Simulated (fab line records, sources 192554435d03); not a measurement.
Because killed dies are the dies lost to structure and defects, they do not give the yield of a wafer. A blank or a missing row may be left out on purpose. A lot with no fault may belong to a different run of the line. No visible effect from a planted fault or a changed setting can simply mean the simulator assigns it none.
Chamber matching :: flow n5_finfet :: N5_BEOL_M6_DESCUM_16 on rie_diel-02 has 4 sister chambers
The step chemistry O2, time 7.9 s. 4 wafers are shown with their chamber, then 10 later ones without.

== WAFERS PAIRED WITH THEIR CHAMBERS ==
wafer: L083.1
chamber: 0
showerhead_plenum_p_Torr (Torr): 2.09

wafer: L086.1
chamber: 3
showerhead_plenum_p_Torr (Torr): 2.09

wafer: L088.1
chamber: 2
showerhead_plenum_p_Torr (Torr): 1.99

wafer: L088.2
chamber: 1
showerhead_plenum_p_Torr (Torr): 2.04

== WAFERS WITHOUT THEIR CHAMBER ==
wafer: L088.3
showerhead_plenum_p_Torr (Torr): 2.09

wafer: L087.3
showerhead_plenum_p_Torr (Torr): 2.08

wafer: L087.5
showerhead_plenum_p_Torr (Torr): 2.08

wafer: L087.6
showerhead_plenum_p_Torr (Torr): 2.09

wafer: L091.3
showerhead_plenum_p_Torr (Torr): 2.09

wafer: L091.4
showerhead_plenum_p_Torr (Torr): 1.98

wafer: L091.6
showerhead_plenum_p_Torr (Torr): 2.08

wafer: L093.1
showerhead_plenum_p_Torr (Torr): 2.08

wafer: L093.4
showerhead_plenum_p_Torr (Torr): 2.03

wafer: L093.6
showerhead_plenum_p_Torr (Torr): 1.98

== WHICH CHAMBER EACH WENT THROUGH ==
wafer: L088.3
from the rows above: can't be placed: 0 or 3
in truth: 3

wafer: L087.3
from the rows above: can't be placed: 0 or 3
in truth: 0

wafer: L087.5
from the rows above: can't be placed: 0 or 3
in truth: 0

wafer: L087.6
from the rows above: can't be placed: 0 or 3
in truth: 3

wafer: L091.3
from the rows above: can't be placed: 0 or 3
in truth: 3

wafer: L091.4
from the rows above: 2
in truth: 2

wafer: L091.6
from the rows above: can't be placed: 0 or 3
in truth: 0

wafer: L093.1
from the rows above: can't be placed: 0 or 3
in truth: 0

wafer: L093.4
from the rows above: 1
in truth: 1

wafer: L093.6
from the rows above: 2
in truth: 2
Correctly placed: 3 of 10. These rows do not allow placing 7 (true chamber among the candidates in 7). 0 placed wrongly.
How it was worked out, from the rows above alone: a wafer's distance from a chamber is the root of the sum, over the readings, of the square of ((its reading less the chamber's mean) divided by the reading's scatter). If the next closest chamber is less than 2 further off than the closest, the wafer can't be placed; otherwise it belongs to the closest. Each chamber's mean is taken over the wafers shown for it. The scatter: root of mean squared gap, hidden wafer to nearest shown wafer, with one shown wafer a chamber.
